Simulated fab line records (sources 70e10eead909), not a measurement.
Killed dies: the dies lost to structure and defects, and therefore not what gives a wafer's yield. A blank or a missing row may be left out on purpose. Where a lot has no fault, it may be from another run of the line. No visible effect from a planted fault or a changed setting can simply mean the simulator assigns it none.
fab line records / flow nand-harc
[record] lots = 11 wafers = 31 last-day = 24
route steps=1159 shown A_SOURCE_PLATE@416 A_ONON_D1@436 END@1159
lots with no fault: from the same line, run without faults
start-h: hours from the record's opening day to when the first of the lot's shown wafers began / wait-h: how many hours have passed since the lot's step before this one / " the same as in the row above / L1.1+2: one row covering several wafers at once / - either no value or no given start / * or withheld: withheld / < > ~ a bound
route shown NAME@n: names a module that has steps shown in the file, with the first one's number in the route / usual: mean/standard deviation of fault-free wafers / same: alike in all rows / chamber/n: place in a boat / sites: readings site by site / _std_site: the values' standard deviation / _edge_site: the outer-site mean with the inner-site mean subtracted / radius-mm: for every site, how far away it sits from the centre of the wafer / mask NAME#n: copy n / behind: the last tool/chamber to shape the wafer / hold: reason for holding the lot/hours on hold/outcome of the hold / device: transistor that didn't switch, given as n, p or np / end of line: tests run on the same wafers once the route is complete / step lacking rows: just its recipe / killed: at the first sort, the dies lost to defects and structure; wafer yield is something else / map: a wafer's dies, x killed, . not, _ none there
set.NAME: the setting that was run; set.NAME@STEP: the one run at that earlier step / model.NAME: the simulator's own value behind a step, which no gauge read
route steps across a sampled set of lots; one table per step, one row per wafer
services: when a tool's chamber went out of use (start-h, in hours from the record's first day, below 0 if earlier), for how many hours, and the reason
[[steps]]
[step NHARC_A_SOURCE_PLATE_THK_MEAS_09]
[recipe] thk-meas-gauge = ellipsometry
[usual] thk-nm = 9.6/1.1
lot.wafer=L647.1 tool=film-metro-02 chamber=- start-h=147.08 wait-h=0.4 thk-nm=9.1
lot.wafer=L647.2 tool=film-metro-02 chamber=- start-h=147.08 wait-h=0.4 thk-nm=9.5
lot.wafer=L647.5 tool=film-metro-02 chamber=- start-h=147.08 wait-h=0.4 thk-nm=8.7
lot.wafer=L646.1 tool=film-metro-01 chamber=- start-h=147.08 wait-h=0.4 thk-nm=11.8
lot.wafer=L646.4 tool=film-metro-01 chamber=- start-h=147.08 wait-h=0.4 thk-nm=8.9
lot.wafer=L646.6 tool=film-metro-01 chamber=- start-h=147.08 wait-h=0.4 thk-nm=8.8
lot.wafer=L648.1 tool=film-metro-02 chamber=- start-h=160.34 wait-h=0.4 thk-nm=11.1
lot.wafer=L648.4 tool=film-metro-02 chamber=- start-h=160.34 wait-h=0.4 thk-nm=9.5
lot.wafer=L648.6 tool=film-metro-02 chamber=- start-h=160.34 wait-h=0.4 thk-nm=9.8
lot.wafer=L649.1 tool=film-metro-01 chamber=- start-h=160.34 wait-h=0.4 thk-nm=8.5
lot.wafer=L649.2 tool=film-metro-01 chamber=- start-h=160.34 wait-h=0.4 thk-nm=10.0
lot.wafer=L649.6 tool=film-metro-01 chamber=- start-h=160.34 wait-h=0.4 thk-nm=11.4
lot.wafer=L650.1 tool=film-metro-02 chamber=- start-h=160.35 wait-h=0.4 thk-nm=9.7
lot.wafer=L650.2 tool=film-metro-02 chamber=- start-h=160.35 wait-h=0.4 thk-nm=11.4
lot.wafer=L650.3 tool=film-metro-02 chamber=- start-h=160.35 wait-h=0.4 thk-nm=10.3
lot.wafer=L651.2 tool=film-metro-01 chamber=- start-h=169.94 wait-h=0.4 thk-nm=8.8
lot.wafer=L651.4 tool=film-metro-01 chamber=- start-h=169.94 wait-h=0.4 thk-nm=10.0
lot.wafer=L651.6 tool=film-metro-01 chamber=- start-h=169.94 wait-h=0.4 thk-nm=7.6
lot.wafer=L658.1 tool=film-metro-01 chamber=- start-h=220.22 wait-h=0.4 thk-nm=10.3
lot.wafer=L658.2 tool=film-metro-01 chamber=- start-h=220.22 wait-h=0.4 thk-nm=8.0
lot.wafer=L659.1 tool=film-metro-02 chamber=- start-h=220.22 wait-h=0.4 thk-nm=10.1
lot.wafer=L659.2 tool=film-metro-02 chamber=- start-h=220.22 wait-h=0.4 thk-nm=11.0
lot.wafer=L662.1 tool=film-metro-01 chamber=- start-h=239.37 wait-h=0.4 thk-nm=12.9
lot.wafer=L662.3 tool=film-metro-01 chamber=- start-h=239.37 wait-h=0.4 thk-nm=9.3
lot.wafer=L662.4 tool=film-metro-01 chamber=- start-h=239.37 wait-h=0.4 thk-nm=10.3
lot.wafer=L665.2 tool=film-metro-01 chamber=- start-h=259.74 wait-h=0.4 thk-nm=9.2
lot.wafer=L665.4 tool=film-metro-01 chamber=- start-h=259.74 wait-h=0.4 thk-nm=9.5
lot.wafer=L665.6 tool=film-metro-01 chamber=- start-h=259.74 wait-h=0.4 thk-nm=9.7
lot.wafer=L668.1 tool=film-metro-01 chamber=- start-h=270.68 wait-h=0.4 thk-nm=10.9
lot.wafer=L668.3 tool=film-metro-01 chamber=- start-h=270.68 wait-h=0.4 thk-nm=7.9
lot.wafer=L668.4 tool=film-metro-01 chamber=- start-h=270.68 wait-h=0.4 thk-nm=9.8
[step NHARC_A_SOURCE_PLATE_THK_MEAS_06]
[recipe] thk-meas-gauge = ellipsometry
[usual] thk-nm = 200.4/2.1
lot.wafer=L646.1 tool=film-metro-01 chamber=- start-h=160.78 wait-h=0.4 thk-nm=198.6
lot.wafer=L646.4 tool=film-metro-01 chamber=- start-h=160.78 wait-h=0.4 thk-nm=202.8
lot.wafer=L646.6 tool=film-metro-01 chamber=- start-h=160.78 wait-h=0.4 thk-nm=204.1
lot.wafer=L647.1 tool=film-metro-01 chamber=- start-h=160.78 wait-h=0.4 thk-nm=204.5
lot.wafer=L647.2 tool=film-metro-01 chamber=- start-h=160.78 wait-h=0.4 thk-nm=201.7
lot.wafer=L647.5 tool=film-metro-01 chamber=- start-h=160.78 wait-h=0.4 thk-nm=203.4
lot.wafer=L648.1 tool=film-metro-01 chamber=- start-h=173.56 wait-h=0.4 thk-nm=202.1
lot.wafer=L648.4 tool=film-metro-01 chamber=- start-h=173.56 wait-h=0.4 thk-nm=200.8
lot.wafer=L648.6 tool=film-metro-01 chamber=- start-h=173.56 wait-h=0.4 thk-nm=198.5
lot.wafer=L649.1 tool=film-metro-02 chamber=- start-h=173.56 wait-h=0.4 thk-nm=198.9
lot.wafer=L649.2 tool=film-metro-02 chamber=- start-h=173.56 wait-h=0.4 thk-nm=199.3
lot.wafer=L649.6 tool=film-metro-02 chamber=- start-h=173.56 wait-h=0.4 thk-nm=198.5
lot.wafer=L650.1 tool=film-metro-01 chamber=- start-h=173.57 wait-h=0.4 thk-nm=199.2
lot.wafer=L650.2 tool=film-metro-01 chamber=- start-h=173.57 wait-h=0.4 thk-nm=197.6
lot.wafer=L650.3 tool=film-metro-01 chamber=- start-h=173.57 wait-h=0.4 thk-nm=197.5
lot.wafer=L651.2 tool=film-metro-01 chamber=- start-h=183.04 wait-h=0.4 thk-nm=199.9
lot.wafer=L651.4 tool=film-metro-01 chamber=- start-h=183.04 wait-h=0.4 thk-nm=200.1
lot.wafer=L651.6 tool=film-metro-01 chamber=- start-h=183.04 wait-h=0.4 thk-nm=201.2
lot.wafer=L658.1 tool=film-metro-01 chamber=- start-h=233.89 wait-h=0.4 thk-nm=201.6
lot.wafer=L658.2 tool=film-metro-01 chamber=- start-h=233.89 wait-h=0.4 thk-nm=201.6
lot.wafer=L659.1 tool=film-metro-01 chamber=- start-h=233.90 wait-h=0.4 thk-nm=198.2
lot.wafer=L659.2 tool=film-metro-01 chamber=- start-h=233.90 wait-h=0.4 thk-nm=200.8
lot.wafer=L662.1 tool=film-metro-01 chamber=- start-h=254.48 wait-h=0.4 thk-nm=204.0
lot.wafer=L662.3 tool=film-metro-01 chamber=- start-h=254.48 wait-h=0.4 thk-nm=201.9
lot.wafer=L662.4 tool=film-metro-01 chamber=- start-h=254.48 wait-h=0.4 thk-nm=202.7
lot.wafer=L665.2 tool=film-metro-01 chamber=- start-h=273.41 wait-h=0.4 thk-nm=199.4
lot.wafer=L665.4 tool=film-metro-01 chamber=- start-h=273.41 wait-h=0.4 thk-nm=199.8
lot.wafer=L665.6 tool=film-metro-01 chamber=- start-h=273.41 wait-h=0.4 thk-nm=199.3
lot.wafer=L668.1 tool=film-metro-02 chamber=- start-h=283.51 wait-h=0.4 thk-nm=198.7
lot.wafer=L668.3 tool=film-metro-02 chamber=- start-h=283.51 wait-h=0.4 thk-nm=199.9
lot.wafer=L668.4 tool=film-metro-02 chamber=- start-h=283.51 wait-h=0.4 thk-nm=196.3
[step NHARC_A_ONON_D1_DEP_16]
[recipe] target-thk-a = 10000 n2-flow-sccm = 2750 n2o-flow-sccm = 2000 nh3-flow-sccm = 500 sih4-flow-sccm = 210 temp-c = 400
[usual] n2-flow-sccm = 2750/8.8
lot.wafer=L647.1 tool=pecvd-onon-04 chamber=0 start-h=170.28 wait-h=0.1 n2-flow-sccm=2744
lot.wafer=L647.2 tool=pecvd-onon-04 chamber=0 start-h=170.28 wait-h=0.1 n2-flow-sccm=2739
lot.wafer=L647.5 tool=pecvd-onon-04 chamber=0 start-h=170.28 wait-h=0.1 n2-flow-sccm=2739
lot.wafer=L646.1 tool=pecvd-onon-02 chamber=0 start-h=170.29 wait-h=0.1 n2-flow-sccm=2753
lot.wafer=L646.4 tool=pecvd-onon-02 chamber=0 start-h=170.29 wait-h=0.1 n2-flow-sccm=2753
lot.wafer=L646.6 tool=pecvd-onon-02 chamber=0 start-h=170.29 wait-h=0.1 n2-flow-sccm=2756
lot.wafer=L649.1 tool=pecvd-onon-03 chamber=0 start-h=183.10 wait-h=0.1 n2-flow-sccm=2748
lot.wafer=L649.2 tool=pecvd-onon-03 chamber=0 start-h=183.10 wait-h=0.1 n2-flow-sccm=2740
lot.wafer=L649.6 tool=pecvd-onon-03 chamber=0 start-h=183.10 wait-h=0.1 n2-flow-sccm=2749
lot.wafer=L650.1 tool=pecvd-onon-04 chamber=0 start-h=183.10 wait-h=0.1 n2-flow-sccm=2754
lot.wafer=L650.2 tool=pecvd-onon-04 chamber=0 start-h=183.10 wait-h=0.1 n2-flow-sccm=2761
lot.wafer=L650.3 tool=pecvd-onon-04 chamber=0 start-h=183.10 wait-h=0.1 n2-flow-sccm=2736
lot.wafer=L648.1 tool=pecvd-onon-02 chamber=0 start-h=183.11 wait-h=0.1 n2-flow-sccm=2758
lot.wafer=L648.4 tool=pecvd-onon-02 chamber=0 start-h=183.11 wait-h=0.1 n2-flow-sccm=2757
lot.wafer=L648.6 tool=pecvd-onon-02 chamber=0 start-h=183.11 wait-h=0.1 n2-flow-sccm=2759
lot.wafer=L651.2 tool=pecvd-onon-04 chamber=0 start-h=192.93 wait-h=0.1 n2-flow-sccm=2741
lot.wafer=L651.4 tool=pecvd-onon-04 chamber=0 start-h=192.93 wait-h=0.1 n2-flow-sccm=2744
lot.wafer=L651.6 tool=pecvd-onon-04 chamber=0 start-h=192.93 wait-h=0.1 n2-flow-sccm=2761
lot.wafer=L659.1 tool=pecvd-onon-03 chamber=0 start-h=243.33 wait-h=0.1 n2-flow-sccm=2758
lot.wafer=L659.2 tool=pecvd-onon-03 chamber=0 start-h=243.33 wait-h=0.1 n2-flow-sccm=2764
lot.wafer=L658.1 tool=pecvd-onon-03 chamber=0 start-h=243.68 wait-h=0.4 n2-flow-sccm=2764
lot.wafer=L658.2 tool=pecvd-onon-03 chamber=0 start-h=243.68 wait-h=0.4 n2-flow-sccm=2753
lot.wafer=L662.1 tool=pecvd-onon-04 chamber=0 start-h=263.98 wait-h=0.1 n2-flow-sccm=2767
lot.wafer=L662.3 tool=pecvd-onon-04 chamber=0 start-h=263.98 wait-h=0.1 n2-flow-sccm=2750
lot.wafer=L662.4 tool=pecvd-onon-04 chamber=0 start-h=263.98 wait-h=0.1 n2-flow-sccm=2759
lot.wafer=L665.2 tool=pecvd-onon-02 chamber=0 start-h=285.18 wait-h=0.1 n2-flow-sccm=2754
lot.wafer=L665.4 tool=pecvd-onon-02 chamber=0 start-h=285.18 wait-h=0.1 n2-flow-sccm=2750
lot.wafer=L665.6 tool=pecvd-onon-02 chamber=0 start-h=285.18 wait-h=0.1 n2-flow-sccm=2741
lot.wafer=L668.1 tool=pecvd-onon-04 chamber=0 start-h=293.97 wait-h=0.1 n2-flow-sccm=2749
lot.wafer=L668.3 tool=pecvd-onon-04 chamber=0 start-h=293.97 wait-h=0.1 n2-flow-sccm=2741
lot.wafer=L668.4 tool=pecvd-onon-04 chamber=0 start-h=293.97 wait-h=0.1 n2-flow-sccm=2741
[step NHARC_A_ONON_D1_THK_MEAS_18]
[recipe] thk-meas-gauge = ellipsometry
[usual] thk-nm = 1001/11
lot.wafer=L647.1 tool=film-metro-02 chamber=- start-h=170.79 wait-h=- thk-nm=997
lot.wafer=L647.2 tool=film-metro-02 chamber=- start-h=170.79 wait-h=- thk-nm=997
lot.wafer=L647.5 tool=film-metro-02 chamber=- start-h=170.79 wait-h=- thk-nm=997
lot.wafer=L646.1 tool=film-metro-01 chamber=- start-h=170.80 wait-h=- thk-nm=999
lot.wafer=L646.4 tool=film-metro-01 chamber=- start-h=170.80 wait-h=- thk-nm=1000
lot.wafer=L646.6 tool=film-metro-01 chamber=- start-h=170.80 wait-h=- thk-nm=998
lot.wafer=L649.1 tool=film-metro-01 chamber=- start-h=183.61 wait-h=- thk-nm=1015
lot.wafer=L649.2 tool=film-metro-01 chamber=- start-h=183.61 wait-h=- thk-nm=1015
lot.wafer=L649.6 tool=film-metro-01 chamber=- start-h=183.61 wait-h=- thk-nm=1016
lot.wafer=L648.1 tool=film-metro-02 chamber=- start-h=183.64 wait-h=- thk-nm=1022
lot.wafer=L648.4 tool=film-metro-02 chamber=- start-h=183.64 wait-h=- thk-nm=1021
lot.wafer=L648.6 tool=film-metro-02 chamber=- start-h=183.64 wait-h=- thk-nm=1021
lot.wafer=L650.1 tool=film-metro-01 chamber=- start-h=183.64 wait-h=- thk-nm=987
lot.wafer=L650.2 tool=film-metro-01 chamber=- start-h=183.64 wait-h=- thk-nm=990
lot.wafer=L650.3 tool=film-metro-01 chamber=- start-h=183.64 wait-h=- thk-nm=987
lot.wafer=L651.2 tool=film-metro-01 chamber=- start-h=193.39 wait-h=- thk-nm=990
lot.wafer=L651.4 tool=film-metro-01 chamber=- start-h=193.39 wait-h=- thk-nm=992
lot.wafer=L651.6 tool=film-metro-01 chamber=- start-h=193.39 wait-h=- thk-nm=993
lot.wafer=L659.1 tool=film-metro-01 chamber=- start-h=243.84 wait-h=- thk-nm=1814
lot.wafer=L659.2 tool=film-metro-01 chamber=- start-h=243.84 wait-h=- thk-nm=1814
lot.wafer=L658.1 tool=film-metro-01 chamber=- start-h=244.21 wait-h=- thk-nm=1810
lot.wafer=L658.2 tool=film-metro-01 chamber=- start-h=244.21 wait-h=- thk-nm=1811
lot.wafer=L662.1 tool=film-metro-02 chamber=- start-h=264.49 wait-h=- thk-nm=996
lot.wafer=L662.3 tool=film-metro-02 chamber=- start-h=264.49 wait-h=- thk-nm=997
lot.wafer=L662.4 tool=film-metro-02 chamber=- start-h=264.49 wait-h=- thk-nm=996
lot.wafer=L665.2 tool=film-metro-02 chamber=- start-h=285.62 wait-h=- thk-nm=1003
lot.wafer=L665.4 tool=film-metro-02 chamber=- start-h=285.62 wait-h=- thk-nm=1004
lot.wafer=L665.6 tool=film-metro-02 chamber=- start-h=285.62 wait-h=- thk-nm=1004
lot.wafer=L668.1 tool=film-metro-02 chamber=- start-h=294.49 wait-h=- thk-nm=998
lot.wafer=L668.3 tool=film-metro-02 chamber=- start-h=294.49 wait-h=- thk-nm=998
lot.wafer=L668.4 tool=film-metro-02 chamber=- start-h=294.49 wait-h=- thk-nm=997
[step NHARC_END_SORT_01]
[recipe] temp-c = 25
[usual] killed-at-array = 26/9.6 killed-at-other = 0.7/0.92 killed-at-periphery = 3.8/2.7 killed-dies = 31/10 killed-open = 3.3/1.7 killed-short = 1.8/1.3
[same] gross-dies = 677
lot.wafer=L659.1 tool=prober-01 chamber=0 start-h=505.73 wait-h=2.5 killed-at-array=676 killed-at-other=0 killed-at-periphery=1 killed-dies=677 killed-open=0 killed-short=1
lot.wafer=L659.2 tool=prober-01 chamber=0 start-h=506.53 wait-h=2.8 killed-at-array=674 killed-at-other=0 killed-at-periphery=3 killed-dies=677 killed-open=6 killed-short=1
lot.wafer=L658.1 tool=prober-02 chamber=0 start-h=505.76 wait-h=2.5 killed-at-array=674 killed-at-other=1 killed-at-periphery=2 killed-dies=677 killed-open=2 killed-short=4
lot.wafer=L658.2 tool=prober-02 chamber=0 start-h=506.57 wait-h=2.8 killed-at-array=676 killed-at-other=0 killed-at-periphery=1 killed-dies=677 killed-open=3 killed-short=2
// killed by level:class
L659.1 A_ONON_D1:area-dep=663 A_CONTACT:chamber-film-flake=6 A_ZERO_WELL:chamber-film-flake=2 A_CHANNEL_HOLE_D1:chamber-film-flake=2 A_STAIRCASE:chamber-film-flake=2 A_SOURCE_PLATE:geometric-particle:short=1 P_GATE:chamber-film-flake=1
L658.1 A_ONON_D1:area-dep=656 A_SLIT:chamber-film-flake=7 P_STI:chamber-film-flake=2 A_STAIRCASE:chamber-film-flake=2 A_SOURCE_PLATE:geometric-particle:short=1 A_CONTACT:chamber-film-flake=1 A_SLIT:geometric-particle:short=1 A_WL_FILL:geometric-particle:open=1
L659.2 A_ONON_D1:area-dep=658 A_CONTACT:chamber-film-flake=4 P_M0:chamber-film-flake=3 A_CHANNEL_HOLE_D1:chamber-film-flake=3 A_CHANNEL_FILL_D1:geometric-particle:open=2 A_CHANNEL_FILL_D1:geometric-particle:short=1 A_SGD_CUT:geometric-particle:open=1 A_WL_FILL:geometric-particle:open=1
L658.2 A_ONON_D1:area-dep=646 A_STAIRCASE:chamber-film-flake=9 A_SLIT:chamber-film-flake=7 A_CHANNEL_FILL_D1:chamber-film-flake=5 A_CHANNEL_HOLE_D1:chamber-film-flake=3 P_M1:geometric-particle:open=1 A_WL_FILL:geometric-particle:open=1 A_WL_FILL:geometric-particle:short=1
[[services]]
tool=pecvd-onon-03 chamber=- start-h=153.04 hours=13.0 kind=pm
tool=pecvd-onon-04 chamber=- start-h=237.00 hours=13.0 kind=pm
tool=pecvd-onon-02 chamber=- start-h=292.03 hours=13.0 kind=pm
[[key]]
[first-sign] step = NHARC_A_ONON_D1_THK_MEAS_18 reading = thk-nm direction = up sigmas = 76 usual = 1001 struck = 1812
[effect] step = NHARC_END_SORT_01 reading = killed-at-array direction = up sigmas = 68 usual = 26 struck = 675
[more-kills-born-at] NHARC_A_ONON_D1_DEP_16@pecvd-onon-03 = 2623
met-at NHARC_A_ONON_D1_DEP_16
struck-lots L658,L659
struck-wafers L658.1,L658.2,L659.1,L659.2
later-rows-left-out L658.1,L658.2,L659.1,L659.2
tester-left-out L658,L659
not-acting-at NHARC_A_SOURCE_PLATE_THK_MEAS_09,NHARC_A_SOURCE_PLATE_THK_MEAS_06
onset-between 183.10 243.33
[fault] kind = process-parameter-drift tool = pecvd-onon-03 chamber = - onset-h = 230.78 steps = NHARC_A_ONON_D1_DEP_16 channel = target-thk-a offset = * shape = step end-h = 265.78 scope = struck-wafers-only acts-in = * stated = *
// tester-left-out: of these lots the tester's yield and bins aren't shown, on N5 and GAA mostly nor the transistor test; their killed dies are dies lost to structure and defects alone, not to doping, threshold or leakage, so they don't give the yield
// later-rows-left-out: the simulator's readings of these wafers behind a module that went badly wrong aren't trusted and aren't shown, but for the sort
